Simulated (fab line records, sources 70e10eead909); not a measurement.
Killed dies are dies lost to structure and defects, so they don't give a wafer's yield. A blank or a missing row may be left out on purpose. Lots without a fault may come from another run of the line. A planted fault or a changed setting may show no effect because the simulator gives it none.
fab line records | flow nand_harc
record lots=12 wafers=36 last_day=33
route steps=1302 shown A_STAIRCASE@715 END@1302
lots that met no fault: from a run of the same line without faults
start_h: hours from the record's first day to the start of the lot's first wafer shown | wait_h: hours since the lot's step before | " the same as in the row above | L1.1+2: a row that stands for several wafers | - no value, or no start given | * or withheld: withheld | < > ~ a bound
route shown NAME@n: a module of which the file shows steps, and the number in the route of the first | usual: mean/standard deviation of fault-free wafers | same: alike in all rows | chamber/n: place in a boat | sites: the reading at each site | _std_site: their standard deviation | _edge_site: outer sites' mean less inner sites' | radius_mm: how far each site lies from the wafer's centre | mask NAME#n: copy n | behind: the tool/chamber that last shaped the wafer | hold: why the lot was held/for how many hours/how that ended | device: the transistor (n, p or np) that didn't switch | end of line: the same wafers' tests at the end of the route | a step without rows: its recipe alone | killed: dies lost to structure and defects at the first sort, not the wafer's yield | map: a wafer's dies, x killed, . not, _ none there
set.NAME: the setting as run; set.NAME@STEP: as run at that earlier step | model.NAME: the simulator's own value behind a step, which no gauge read
steps of the route over a sample of lots; a table a step, a row a wafer
services: from which hour (start_h, from the record's first day; less than 0 if before it) a tool's chamber was out of use, for how many hours, and why
## steps
# step NHARC_A_STAIRCASE_ETCH_201
# recipe target_depth_a=1000 time_s=40.5 ion_energy_ev=400 c4f8_flow_sccm=20 o2_flow_sccm=10 ar_flow_sccm=withheld rf_w=600 bias_w=1000 chemistry=C4F8/O2
# usual oes_product_au=0.942/0.01 rf_vpp_V=896/6.2
# columns lot.wafer tool chamber start_h wait_h oes_product_au rf_hours_counter_h rf_vpp_V
L434.2 rie_diel-05 3 - - 0.945 38 887
L434.6 " 2 " " 0.926 - 891
L434.5 " 3 " " 0.935 - 887
L437.3 rie_diel-05 1 - - 0.940 47 893
L437.1 " 3 " " 0.949 49 888
L437.5 " 1 " " 0.921 - 893
L438.3 rie_diel-05 0 - - 0.955 52 893
L438.2 " 1 " " 0.942 48 893
L438.4 " 2 " " 0.949 46 891
L439.2 rie_diel-09 1 - - 0.943 26 903
L439.4 " 2 " " 0.930 28 891
L439.3 " 3 " " 0.939 27 900
L442.1 rie_diel-08 0 - - 0.935 21 898
L442.2 " 2 " " 0.942 20 905
L442.4 " 3 " " 0.951 16 891
L445.3 rie_diel-09 0 - - 0.939 44 889
L445.1 " 2 " " 0.934 44 890
L445.6 " 3 " " 0.933 - 900
L444.2 rie_diel-08 2 - - 0.933 28 906
L444.4 " 1 " " 0.938 - 903
L444.5 " 2 " " 0.922 - 905
L446.4 rie_diel-09 3 - - 0.949 49 900
L446.2 " 1 " " 0.944 44 902
L446.5 " 2 " " 0.949 - 889
L450.4 rie_diel-09 2 - - 0.935 4 891
L450.1 " 1 " " 0.944 3 902
L450.6 " 2 " " 0.934 - 888
L452.2 rie_diel-05 2 - - 0.950 42 889
L452.4 " 3 " " 0.943 43 906
L452.5 " 0 " " 0.952 - 894
L455.1 rie_diel-05 0 - - 0.951 46 892
L455.3 " 2 " " 0.936 55 888
L455.6 " 3 " " 0.929 - 903
L456.4 rie_diel-08 0 - - 0.943 8 895
L456.1 " 1 " " 0.950 7 901
L456.6 " 0 " " 0.936 - 896
# step NHARC_A_STAIRCASE_DESCUM_219
# recipe time_s=3 o2_flow_sccm=200 ar_flow_sccm=0 bias_power_w=0 chemistry=O2
# usual drypump_motor_current_A=6.15/0.22 oes_product_au=1.000/0.009 rf_vpp_V=57.8/0.93 showerhead_plenum_p_Torr=1.92/0.1 throttle_valve_pct=11.310/0.0089
# same bias_power_w=0
# columns lot.wafer tool chamber start_h wait_h drypump_motor_current_A oes_product_au rf_hours_counter_h rf_vpp_V showerhead_plenum_p_Torr throttle_valve_pct
L434.2 rie_diel-05 3 349.86 - 6.41 1.003 38 58.3 1.77 11.326
L434.6 " 3 " " 6.40 1.004 - 57.5 1.77 11.312
L434.5 " 0 " " 5.82 1.007 - 56.8 1.88 11.309
L437.3 rie_diel-05 2 395.74 - 6.10 0.992 46 57.3 1.83 11.328
L437.1 " 3 " " 6.39 0.995 50 57.9 1.77 11.312
L437.5 " 0 " " 5.80 1.020 - 56.3 1.88 11.316
L438.4 rie_diel-09 3 396.35 - 5.99 1.006 23 58.2 1.99 11.305
L438.3 " 1 " " 5.57 0.992 23 57.9 2.03 11.316
L438.2 " 2 " " 6.29 1.004 24 56.2 1.82 11.316
L439.2 rie_diel-08 1 413.23 - 5.94 1.006 11 58.5 2.05 11.301
L439.3 " 2 " " 6.34 1.003 10 59.5 2.07 11.293
L439.4 " 2 " " 6.32 0.989 - 60.2 2.07 11.312
L442.1 rie_diel-05 3 447.38 - 6.39 0.972 11 58.1 2.07 11.314
L442.2 " 1 " " 6.07 0.987 11 56.1 1.86 11.298
L442.4 " 2 " " 6.13 0.983 11 58.7 1.83 11.317
L445.3 rie_diel-08 2 470.08 - 6.33 1.002 29 58.7 2.07 11.322
L445.1 " 1 " " 5.93 0.993 33 58.5 2.04 11.313
L445.6 " 2 " " 6.31 1.003 - 57.7 2.07 11.311
L444.2 rie_diel-08 2 471.68 - 6.33 0.992 30 57.7 2.07 11.317
L444.4 " 3 " " 6.29 0.994 26 56.7 1.83 11.312
L444.5 " 0 " " 6.43 1.004 - 58.1 1.92 11.318
L446.2 rie_diel-05 2 475.24 - 6.10 0.997 23 57.6 1.82 11.324
L446.5 " 3 " " 6.39 0.989 - 58.3 2.07 11.301
L446.4 " 1 " " 6.04 0.984 - 57.6 1.85 11.312
L450.1 rie_diel-05 2 515.48 - 6.11 0.997 35 58.2 1.82 11.307
L450.4 " 0 " " 5.81 0.997 24 56.3 1.87 11.309
L450.6 " 2 " " 6.10 0.993 - 57.1 1.82 11.323
L452.2 rie_diel-08 3 532.90 - 6.26 1.003 45 56.7 1.83 11.312
L452.4 " 1 " " 5.93 0.999 49 58.5 2.04 11.319
L452.5 " 0 " " 6.42 0.990 - 58.4 1.92 11.312
L455.1 rie_diel-05 2 576.27 - 6.11 1.007 55 58.0 1.81 11.288
L455.3 " 1 " " 6.08 0.999 53 57.8 1.84 11.300
L455.6 " 2 " " 6.11 1.000 - 57.7 1.81 11.311
L456.4 rie_diel-08 1 584.18 - 5.92 1.009 7 59.5 2.03 11.310
L456.1 " 0 " " 6.40 1.002 8 57.8 1.91 11.308
L456.6 " 1 " " 5.90 1.017 - 57.7 2.04 11.314
# step NHARC_A_STAIRCASE_ETCH_221
# recipe target_depth_a=1000 time_s=40.5 ion_energy_ev=400 c4f8_flow_sccm=20 o2_flow_sccm=10 ar_flow_sccm=withheld rf_w=600 bias_w=1000 chemistry=C4F8/O2
# usual oes_product_au=0.943/0.012 rf_vpp_V=896/6.4
# columns lot.wafer tool chamber start_h wait_h oes_product_au rf_hours_counter_h rf_vpp_V
L434.2 rie_diel-05 0 - - 0.944 40 894
L434.5 " 3 " " 0.943 - 886
L434.6 " 0 " " 0.946 - 894
L437.1 rie_diel-05 0 - - 0.964 53 895
L437.3 " 2 " " 0.939 46 891
L437.5 " 0 " " 0.962 - 896
L438.2 rie_diel-09 3 - - 0.960 23 901
L438.4 " 0 " " 0.944 22 890
L438.3 " 2 " " 0.949 24 891
L439.2 rie_diel-08 0 - - 0.942 13 897
L439.3 " 1 " " 0.939 12 904
L439.4 " 2 " " 0.943 - 906
L442.1 rie_diel-05 2 - - 0.932 11 892
L442.4 " 3 " " 0.928 11 906
L442.2 " 0 " " 0.930 12 895
L445.3 rie_diel-08 0 - - 0.953 34 896
L445.1 " 1 " " 0.951 33 905
L445.6 " 2 " " 0.936 - 906
L444.4 rie_diel-08 2 - - 0.941 30 906
L444.2 " 0 " " 0.946 34 897
L444.5 " 2 " " 0.948 - 905
L446.2 rie_diel-05 2 - - 0.950 23 891
L446.5 " 3 " " 0.937 - 904
L446.4 " 1 " " 0.934 - 893
L450.1 rie_diel-05 2 - - 0.957 36 890
L450.4 " 0 " " 0.966 24 895
L450.6 " 2 " " 0.956 - 889
L452.2 rie_diel-08 0 - - 0.953 54 897
L452.4 " 1 " " 0.975 49 903
L452.5 " 0 " " 0.953 - 896
L455.3 rie_diel-05 3 - - 0.946 57 904
L455.1 " 0 " " 0.953 47 893
L455.6 " 3 " " 0.939 - 905
L456.4 rie_diel-08 2 - - 0.943 9 904
L456.1 " 3 " " 0.947 10 892
L456.6 " 1 " " 0.940 - 904
# step NHARC_A_STAIRCASE_TRIM_222
# recipe time_s=211.2 o2_flow_sccm=500 ar_flow_sccm=0 bias_w=0 chemistry=O2
# usual drypump_motor_current_A=6.16/0.21 oes_product_au=1.000/0.0092 rf_vpp_V=57.7/0.96 run_length_s=232.5/0.5 showerhead_plenum_p_Torr=3.54/0.17 throttle_valve_pct=17.037/0.0079
# columns lot.wafer tool chamber start_h wait_h drypump_motor_current_A oes_product_au rf_hours_counter_h rf_vpp_V run_length_s showerhead_plenum_p_Torr throttle_valve_pct
L434.2 rie_diel-05 1 350.18 - 6.09 1.000 36 56.8 231.9 3.45 17.022
L434.5 " 1 " " 6.11 1.002 - 58.2 231.5 3.45 17.041
L434.6 " 2 " " 6.13 1.010 - 55.0 233.1 3.39 17.045
L437.1 rie_diel-05 2 396.07 - 6.13 0.992 46 57.0 233.0 3.39 17.041
L437.3 " 3 " " 6.39 1.014 50 56.9 233.2 3.28 17.041
L437.5 " 0 " " 5.81 1.014 - 56.8 232.5 3.47 17.023
L438.2 rie_diel-09 0 396.68 - 6.42 0.996 22 58.0 232.2 3.35 17.021
L438.3 " 1 " " 5.56 0.996 23 57.1 232.8 3.73 17.036
L438.4 " 2 " " 6.30 0.993 24 57.9 232.3 3.37 17.038
L439.3 rie_diel-08 1 413.60 - 5.94 0.996 12 57.9 232.4 3.76 17.042
L439.2 " 2 " " 6.32 0.994 10 57.5 232.5 3.80 17.030
L439.4 " 1 " " 5.94 1.007 - 58.8 232.1 3.76 17.024
L442.1 rie_diel-05 2 447.80 - 6.13 0.997 11 57.7 233.2 3.38 17.039
L442.2 " 3 " " 6.41 0.987 11 58.3 233.0 3.80 17.051
L442.4 " 0 " " 5.84 0.997 12 56.3 232.3 3.46 17.045
L445.3 rie_diel-08 2 470.45 - 6.33 0.994 29 58.6 232.1 3.79 17.040
L445.1 " 0 " " 6.47 1.006 34 57.2 232.8 3.54 17.039
L445.6 " 1 " " 5.94 1.015 - 56.5 232.2 3.75 17.028
L444.2 rie_diel-08 1 472.00 - 5.94 1.015 34 59.3 232.7 3.75 17.039
L444.4 " 2 " " 6.35 1.002 30 57.8 232.9 3.79 17.029
L444.5 " 0 " " 6.41 1.002 - 58.7 233.2 3.54 17.039
L446.2 rie_diel-05 3 475.63 - 6.40 0.972 23 59.0 232.7 3.79 17.036
L446.5 " 2 " " 6.10 0.991 - 57.5 232.8 3.37 17.031
L446.4 " 1 " " 6.06 0.995 - 58.9 231.8 3.43 17.037
L450.1 rie_diel-05 1 515.79 - 6.09 1.005 34 57.6 231.7 3.42 17.048
L450.4 " 0 " " 5.85 0.997 24 56.2 232.1 3.45 17.022
L450.6 " 1 " " 6.08 0.984 - 57.6 231.7 3.42 17.031
L452.4 rie_diel-08 3 533.22 - 6.30 1.000 45 55.2 232.2 3.38 17.040
L452.2 " 2 " " 6.32 1.014 50 58.3 232.0 3.78 17.043
L452.5 " 3 " " 6.31 1.008 - 57.9 232.2 3.38 17.030
L455.3 rie_diel-05 0 576.59 - 5.87 1.007 47 58.1 136.8 3.44 17.032
L455.1 " 2 " " 6.12 1.002 55 56.4 232.8 3.35 17.040
L455.6 " 1 " " 6.09 1.018 - 57.0 231.5 3.41 17.040
L456.4 rie_diel-08 1 584.60 - 5.95 1.002 7 58.0 232.5 3.74 17.036
L456.1 " 2 " " 6.33 0.995 9 58.0 232.2 3.77 17.040
L456.6 " 1 " " 5.93 1.011 - 56.9 232.4 3.74 17.031
# step NHARC_END_SORT_01
# recipe temp_c=25
# usual killed_at_array=59/20 killed_at_other=0.8/1.2 killed_at_periphery=3.5/2.2 killed_dies=63/20 killed_open=3.3/1.8 killed_short=2.6/1.7
# same gross_dies=677
# columns lot.wafer tool chamber start_h wait_h hold killed_at_array killed_at_other killed_at_periphery killed_dies killed_open killed_short
L434.2 prober-01 0 552.69 2.8 - 40 0 0 40 2 3
L434.5 prober-01 0 555.10 3.7 - 40 1 1 42 1 0
L434.6 prober-01 0 555.90 4.0 - 36 0 6 42 2 2
L437.1 prober-01 0 592.37 2.5 - 71 0 2 73 0 1
L437.3 prober-01 0 593.95 3.1 - 68 0 3 71 5 2
L437.5 prober-01 0 595.52 3.6 - 79 0 0 79 2 1
L438.2 prober-02 0 596.53 2.8 - 39 5 4 48 5 4
L438.3 prober-02 0 597.32 3.1 - 37 2 4 43 2 2
L438.4 prober-02 0 598.12 3.4 - 38 3 2 43 2 4
L439.2 prober-02 0 627.83 2.8 - 55 0 4 59 2 1
L439.3 prober-02 0 628.64 3.1 - 53 0 6 59 3 1
L439.4 prober-02 0 629.44 3.4 - 69 0 4 73 3 8
L442.1 prober-01 0 642.64 2.5 - 39 0 0 39 3 6
L442.2 prober-01 0 643.45 2.8 - 28 0 2 30 5 2
L442.4 prober-01 0 645.06 3.4 - 39 0 4 43 4 7
L445.1 prober-01 0 664.84 2.5 - 51 0 7 58 3 1
L445.3 prober-01 0 666.42 3.1 - 40 1 4 45 0 1
L445.6 prober-01 0 668.79 4.0 - 52 0 4 56 1 1
L444.2 prober-02 0 671.47 2.8 - 33 0 3 36 4 2
L444.4 prober-02 0 673.05 3.4 - 38 3 5 46 8 1
L444.5 prober-02 0 673.84 3.7 - 28 0 4 32 2 3
L446.2 prober-01 0 679.39 2.8 - 100 1 1 102 1 5
L446.4 prober-01 0 680.98 3.4 - 99 0 1 100 4 4
L446.5 prober-01 0 681.78 3.7 - 93 0 1 94 4 1
L450.1 prober-02 0 709.96 2.5 - 83 0 3 86 6 4
L450.4 prober-02 0 712.37 3.4 - 70 1 10 81 4 6
L450.6 prober-02 0 713.97 4.0 - 73 0 6 79 5 2
L452.2 prober-01 0 736.17 2.8 - 91 0 6 97 4 5
L452.4 prober-01 0 737.77 3.4 - 82 0 5 87 2 3
L452.5 prober-01 0 738.57 3.7 - 87 0 8 95 5 3
L455.1 prober-01 0 777.80 2.5 await_dispo/3.5h/release 51 0 5 56 2 3
L455.3 prober-01 0 779.41 3.1 await_dispo/3.5h/release 673 1 3 677 2 0
L455.6 prober-01 0 781.82 4.0 await_dispo/3.5h/release 45 1 6 52 5 3
L456.1 prober-02 0 796.50 2.5 - 75 1 6 82 3 3
L456.4 prober-02 0 798.89 3.4 - 66 3 3 72 2 6
L456.6 prober-02 0 800.49 4.0 - 84 0 4 88 1 1
# killed by level:class
L434.2 A_CHANNEL_HOLE_D2:chamber_film_flake=28 A_ONON_D1:geometric_particle:short=2 A_ONON_D1:geometric_particle:open=2 A_STAIRCASE:chamber_film_flake=2 A_CONTACT:chamber_film_flake=2 A_DECK1_JOINT:geometric_particle:short=1 A_CHANNEL_FILL_D1:chamber_film_flake=1 A_DECK1_JOINT:chamber_film_flake=1
L434.5 A_CHANNEL_HOLE_D2:chamber_film_flake=24 A_CONTACT:chamber_film_flake=6 A_CHANNEL_HOLE_D1:chamber_film_flake=4 A_DECK1_JOINT:chamber_film_flake=2 A_STAIRCASE:chamber_film_flake=2 A_BLC:geometric_particle:open=1 P_BONDPAD:chamber_film_flake=1 A_CHANNEL_FILL_D2:chamber_film_flake=1
L434.6 A_CHANNEL_HOLE_D2:chamber_film_flake=23 A_CONTACT:chamber_film_flake=5 P_GATE:chamber_film_flake=3 A_STAIRCASE:chamber_film_flake=3 P_BONDPAD:chamber_film_flake=2 A_DECK1_JOINT:chamber_film_flake=2 P_CONTACT:geometric_particle:open=1 A_ONON_D1:geometric_particle:short=1
L437.1 A_SLIT:chamber_film_flake=33 A_CHANNEL_HOLE_D1:chamber_film_flake=28 A_CHANNEL_HOLE_D2:chamber_film_flake=7 A_ONON_D1:geometric_particle:short=1 P_STI:chamber_film_flake=1 P_GATE:chamber_film_flake=1 A_ZERO_WELL:chamber_film_flake=1 A_STAIRCASE:chamber_film_flake=1
L437.3 A_SLIT:chamber_film_flake=30 A_CHANNEL_HOLE_D1:chamber_film_flake=21 A_CHANNEL_HOLE_D2:chamber_film_flake=3 A_STAIRCASE:chamber_film_flake=3 A_ONON_D1:geometric_particle:open=2 A_CONTACT:chamber_film_flake=2 P_CONTACT:geometric_particle:short=1 A_SOURCE_PLATE:geometric_particle:short=1
L437.5 A_CHANNEL_HOLE_D1:chamber_film_flake=33 A_SLIT:chamber_film_flake=30 A_CHANNEL_HOLE_D2:chamber_film_flake=9 A_WL_FILL:chamber_film_flake=2 A_ONON_D1:geometric_particle:open=1 A_CHANNEL_HOLE_D1:geometric_particle:short=1 A_WL_FILL:geometric_particle:open=1 A_CHANNEL_FILL_D1:chamber_film_flake=1
L438.2 A_CHANNEL_HOLE_D2:chamber_film_flake=24 THIN_TSV:chamber_film_flake=5 A_CONTACT:chamber_film_flake=4 P_CONTACT:geometric_particle:open=2 P_ZERO_WELL:chamber_film_flake=2 A_STAIRCASE:chamber_film_flake=2 A_ONON_D1:geometric_particle:short=1 A_CHANNEL_HOLE_D1:geometric_particle:short=1
L438.3 A_CHANNEL_HOLE_D2:chamber_film_flake=20 A_CONTACT:chamber_film_flake=5 A_STAIRCASE:chamber_film_flake=4 A_CHANNEL_HOLE_D1:chamber_film_flake=3 P_GATE:chamber_film_flake=2 A_SLIT:chamber_film_flake=2 THIN_TSV:chamber_film_flake=2 P_CONTACT:geometric_particle:open=1
L438.4 A_CHANNEL_HOLE_D2:chamber_film_flake=25 A_CONTACT:chamber_film_flake=4 THIN_TSV:chamber_film_flake=3 A_CHANNEL_FILL_D2:geometric_particle:short=2 A_CHANNEL_HOLE_D1:chamber_film_flake=2 P_GATE:geometric_particle:open=1 A_CHANNEL_FILL_D1:geometric_particle:short=1 A_CHANNEL_HOLE_D2:geometric_particle:short=1
L439.2 A_SLIT:chamber_film_flake=30 A_CHANNEL_HOLE_D2:chamber_film_flake=11 A_CONTACT:chamber_film_flake=7 P_ZERO_WELL:chamber_film_flake=2 A_CHANNEL_HOLE_D1:chamber_film_flake=2 A_STAIRCASE:chamber_film_flake=2 P_CONTACT:geometric_particle:open=1 P_M0:geometric_particle:open=1
L439.3 A_SLIT:chamber_film_flake=28 A_CHANNEL_HOLE_D2:chamber_film_flake=9 A_CONTACT:chamber_film_flake=6 P_STI:chamber_film_flake=3 A_CHANNEL_HOLE_D1:chamber_film_flake=2 A_STAIRCASE:chamber_film_flake=2 P_CONTACT:geometric_particle:open=1 A_DECK1_JOINT:geometric_particle:open=1
L439.4 A_SLIT:chamber_film_flake=34 A_CHANNEL_HOLE_D2:chamber_film_flake=12 A_CONTACT:chamber_film_flake=6 A_CHANNEL_HOLE_D1:geometric_particle:short=3 A_WL_FILL:geometric_particle:short=2 P_ZERO_WELL:chamber_film_flake=2 A_CHANNEL_HOLE_D1:chamber_film_flake=2 A_STAIRCASE:chamber_film_flake=2
L442.1 A_CHANNEL_HOLE_D2:chamber_film_flake=14 A_CONTACT:chamber_film_flake=5 A_CHANNEL_HOLE_D1:chamber_film_flake=3 A_ONON_D1:geometric_particle:short=2 A_DECK1_JOINT:geometric_particle:short=2 A_CHANNEL_FILL_D1:chamber_film_flake=2 A_STAIRCASE:chamber_film_flake=2 A_SLIT:chamber_film_flake=2
L442.2 A_CHANNEL_HOLE_D2:chamber_film_flake=12 A_CHANNEL_HOLE_D1:chamber_film_flake=6 A_CONTACT:chamber_film_flake=3 A_ONON_D1:geometric_particle:open=2 P_CONTACT:geometric_particle:open=1 A_SOURCE_PLATE:geometric_particle:short=1 A_ONON_D2:geometric_particle:open=1 A_CHANNEL_FILL_D2:geometric_particle:short=1
L442.4 A_CHANNEL_HOLE_D2:chamber_film_flake=16 A_CHANNEL_HOLE_D1:chamber_film_flake=5 A_CHANNEL_FILL_D2:chamber_film_flake=3 P_CONTACT:geometric_particle:short=2 A_CONTACT:geometric_particle:open=2 A_CHANNEL_FILL_D1:chamber_film_flake=2 A_STAIRCASE:chamber_film_flake=2 P_CONTACT:geometric_particle:open=1
L445.1 A_CHANNEL_HOLE_D1:chamber_film_flake=29 A_ZERO_WELL:chamber_film_flake=6 A_CONTACT:chamber_film_flake=4 A_BLC:chamber_film_flake=4 P_GATE:chamber_film_flake=3 A_SLIT:chamber_film_flake=3 A_CHANNEL_FILL_D2:chamber_film_flake=2 A_STAIRCASE:chamber_film_flake=2
L445.3 A_CHANNEL_HOLE_D1:chamber_film_flake=24 A_CONTACT:chamber_film_flake=5 A_STAIRCASE:chamber_film_flake=3 P_GATE:chamber_film_flake=2 A_BONDPAD:chamber_film_flake=2 A_CHANNEL_FILL_D2:geometric_particle:short=1 P_ZERO_WELL:chamber_film_flake=1 P_M1:chamber_film_flake=1
L445.6 A_CHANNEL_HOLE_D1:chamber_film_flake=33 A_CONTACT:chamber_film_flake=4 A_BLC:chamber_film_flake=4 P_GATE:chamber_film_flake=3 A_ZERO_WELL:chamber_film_flake=3 A_CHANNEL_FILL_D2:chamber_film_flake=2 A_STAIRCASE:chamber_film_flake=2 A_WL_FILL:geometric_particle:short=1
L444.2 A_CHANNEL_HOLE_D2:chamber_film_flake=12 A_CHANNEL_HOLE_D1:chamber_film_flake=7 A_M0:geometric_particle:open=2 P_M2:chamber_film_flake=2 A_DECK1_JOINT:chamber_film_flake=2 A_CHANNEL_FILL_D2:chamber_film_flake=2 A_SLIT:chamber_film_flake=2 A_CONTACT:chamber_film_flake=2
L444.4 A_CHANNEL_HOLE_D2:chamber_film_flake=22 A_WL_FILL:geometric_particle:open=4 A_CHANNEL_HOLE_D1:chamber_film_flake=3 THIN_TSV:chamber_film_flake=3 P_M2:chamber_film_flake=2 A_CONTACT:chamber_film_flake=2 P_M0:geometric_particle:open=1 P_M1:geometric_particle:short=1
L444.5 A_CHANNEL_HOLE_D2:chamber_film_flake=14 A_CHANNEL_HOLE_D1:chamber_film_flake=3 A_DECK1_JOINT:chamber_film_flake=3 P_M1:chamber_film_flake=2 A_CHANNEL_FILL_D2:chamber_film_flake=2 A_CONTACT:chamber_film_flake=2 P_M0:geometric_particle:short=1 A_CHANNEL_FILL_D1:geometric_particle:open=1
L446.2 A_SLIT:chamber_film_flake=29 A_CHANNEL_HOLE_D1:chamber_film_flake=28 A_CHANNEL_HOLE_D2:chamber_film_flake=26 A_CONTACT:chamber_film_flake=7 A_DECK1_JOINT:geometric_particle:short=2 A_CHANNEL_HOLE_D1:geometric_particle:short=1 A_CHANNEL_HOLE_D2:geometric_particle:short=1 A_CONTACT:geometric_particle:open=1
L446.4 A_CHANNEL_HOLE_D1:chamber_film_flake=38 A_SLIT:chamber_film_flake=27 A_CHANNEL_HOLE_D2:chamber_film_flake=11 A_CONTACT:chamber_film_flake=10 A_WL_FILL:geometric_particle:short=2 A_STAIRCASE:chamber_film_flake=2 P_GATE:geometric_particle:open=1 A_DECK1_JOINT:geometric_particle:open=1
L446.5 A_SLIT:chamber_film_flake=37 A_CHANNEL_HOLE_D1:chamber_film_flake=26 A_CHANNEL_HOLE_D2:chamber_film_flake=16 A_CONTACT:chamber_film_flake=5 P_CONTACT:geometric_particle:open=1 A_CHANNEL_FILL_D1:geometric_particle:open=1 A_DECK1_JOINT:geometric_particle:short=1 A_DECK1_JOINT:geometric_particle:open=1
L450.1 A_SLIT:chamber_film_flake=26 A_CHANNEL_HOLE_D2:chamber_film_flake=14 A_CONTACT:chamber_film_flake=13 A_CHANNEL_HOLE_D1:chamber_film_flake=10 A_STAIRCASE:chamber_film_flake=9 A_M0:geometric_particle:open=3 A_ONON_D1:geometric_particle:short=1 A_CHANNEL_FILL_D1:geometric_particle:short=1
L450.4 A_SLIT:chamber_film_flake=27 A_CHANNEL_HOLE_D2:chamber_film_flake=22 P_M2:chamber_film_flake=7 A_CONTACT:chamber_film_flake=7 A_STAIRCASE:chamber_film_flake=4 A_SOURCE_PLATE:geometric_particle:short=2 A_CHANNEL_HOLE_D1:chamber_film_flake=2 P_CONTACT:geometric_particle:short=1
L450.6 A_SLIT:chamber_film_flake=29 A_CHANNEL_HOLE_D2:chamber_film_flake=19 A_STAIRCASE:chamber_film_flake=7 A_CHANNEL_HOLE_D1:chamber_film_flake=5 A_CONTACT:chamber_film_flake=5 P_M2:chamber_film_flake=3 A_M0:geometric_particle:open=2 P_GATE:chamber_film_flake=2
L452.2 A_CHANNEL_HOLE_D1:chamber_film_flake=29 A_SLIT:chamber_film_flake=26 A_CHANNEL_HOLE_D2:chamber_film_flake=21 A_SGD_CUT:chamber_film_flake=3 A_WL_FILL:chamber_film_flake=2 A_CONTACT:chamber_film_flake=2 P_STI:geometric_particle:short=1 P_STI:geometric_particle:open=1
L452.4 A_CHANNEL_HOLE_D1:chamber_film_flake=36 A_SLIT:chamber_film_flake=26 A_CHANNEL_HOLE_D2:chamber_film_flake=15 A_WL_FILL:geometric_particle:open=2 P_ZERO_WELL:chamber_film_flake=2 P_BONDPAD:chamber_film_flake=2 A_SOURCE_PLATE:geometric_particle:short=1 A_CHANNEL_FILL_D1:geometric_particle:short=1
L452.5 A_CHANNEL_HOLE_D1:chamber_film_flake=35 A_SLIT:chamber_film_flake=27 A_CHANNEL_HOLE_D2:chamber_film_flake=16 P_BONDPAD:chamber_film_flake=3 P_M0:geometric_particle:open=2 P_ZERO_WELL:chamber_film_flake=2 A_STAIRCASE:chamber_film_flake=2 A_SGD_CUT:chamber_film_flake=2
L455.1 A_SLIT:chamber_film_flake=32 A_CONTACT:chamber_film_flake=5 P_BONDPAD:chamber_film_flake=3 A_CHANNEL_HOLE_D1:chamber_film_flake=3 A_CHANNEL_FILL_D2:chamber_film_flake=3 A_DECK1_JOINT:geometric_particle:open=2 A_SGD_CUT:geometric_particle:short=1 A_WL_FILL:geometric_particle:short=1
L455.3 A_STAIRCASE:area_trim=628 A_SLIT:chamber_film_flake=31 A_CONTACT:chamber_film_flake=5 A_STAIRCASE:chamber_film_flake=3 P_BONDPAD:chamber_film_flake=2 A_CHANNEL_HOLE_D2:chamber_film_flake=2 A_ONON_D1:geometric_particle:open=1 P_GATE:chamber_film_flake=1
L455.6 A_SLIT:chamber_film_flake=31 P_BONDPAD:chamber_film_flake=4 A_CHANNEL_HOLE_D1:unspecified=3 A_CONTACT:chamber_film_flake=3 A_WL_FILL:geometric_particle:short=2 P_GATE:geometric_particle:open=1 A_CHANNEL_FILL_D1:geometric_particle:short=1 A_ONON_D2:geometric_particle:open=1
L456.1 A_SLIT:chamber_film_flake=27 A_CHANNEL_HOLE_D1:chamber_film_flake=18 A_CONTACT:chamber_film_flake=18 P_GATE:chamber_film_flake=3 A_ZERO_WELL:chamber_film_flake=2 A_WL_FILL:chamber_film_flake=2 P_GATE:geometric_particle:open=1 A_CHANNEL_FILL_D1:geometric_particle:short=1
L456.4 A_SLIT:chamber_film_flake=27 A_CHANNEL_HOLE_D1:chamber_film_flake=14 A_CONTACT:chamber_film_flake=11 A_WL_FILL:chamber_film_flake=3 THIN_TSV:chamber_film_flake=3 A_WL_FILL:geometric_particle:short=2 A_ZERO_WELL:chamber_film_flake=2 P_M0:geometric_particle:short=1
L456.6 A_CHANNEL_HOLE_D1:chamber_film_flake=30 A_SLIT:chamber_film_flake=30 A_CONTACT:chamber_film_flake=12 A_WL_FILL:chamber_film_flake=3 P_GATE:chamber_film_flake=2 P_BONDPAD:chamber_film_flake=2 A_BLC:chamber_film_flake=2 A_SGD_CUT:geometric_particle:open=1
## services
# columns tool chamber start_h hours kind
rie_diel-05 0 336.82 - clean
rie_diel-05 1 336.82 - clean
rie_diel-05 2 336.82 - clean
rie_diel-05 3 336.82 - clean
rie_diel-05 1 344.18 2.7 repair
rie_diel-05 0 361.33 - clean
rie_diel-05 1 361.33 - clean
rie_diel-05 2 361.33 - clean
rie_diel-05 3 361.33 - clean
rie_diel-08 - 370.21 9.0 pm
rie_diel-05 0 385.83 - clean
rie_diel-05 1 385.83 - clean
rie_diel-05 2 385.83 - clean
rie_diel-05 3 385.83 - clean
rie_diel-05 - 406.94 9.0 pm
rie_diel-05 0 406.94 9.0 vent_cycle
rie_diel-08 3 412.08 4.3 repair
rie_diel-05 1 427.45 4.4 repair
rie_diel-05 0 450.35 27.5 repair
rie_diel-08 1 488.52 14.4 repair
rie_diel-09 - 498.03 9.0 pm
rie_diel-09 1 527.53 4.6 repair
rie_diel-08 - 547.21 9.0 pm
rie_diel-05 - 583.94 9.0 pm
## key
first_sign step=NHARC_A_STAIRCASE_TRIM_222 reading=run_length_s direction=down sigmas=99+ usual=* struck=*
effect step=NHARC_END_SORT_01 reading=killed_at_array direction=up sigmas=31 usual=59 struck=673
more_kills_born_at NHARC_A_STAIRCASE_TRIM_222@rie_diel-05=628
met_at NHARC_A_STAIRCASE_TRIM_222
struck_lots L455
struck_wafers L455.3
later_rows_left_out L455.3
tester_left_out L455
not_acting_at NHARC_A_STAIRCASE_ETCH_201,NHARC_A_STAIRCASE_DESCUM_219,NHARC_A_STAIRCASE_ETCH_221
onset_between 515.79 576.59
fault kind=process_parameter_drift tool=rie_diel-05 chamber=0 onset_h=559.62 steps=NHARC_A_STAIRCASE_TRIM_222 channel=time_s offset=* shape=step end_h=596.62 acts_in=* stated=*
# tester_left_out: of these lots the tester's yield and bins aren't shown, on N5 and GAA mostly nor the transistor test; their killed dies are dies lost to structure and defects alone, not to doping, threshold or leakage, so they don't give the yield
# later_rows_left_out: the simulator's readings of these wafers behind a module that went badly wrong aren't trusted and aren't shown, but for the sort
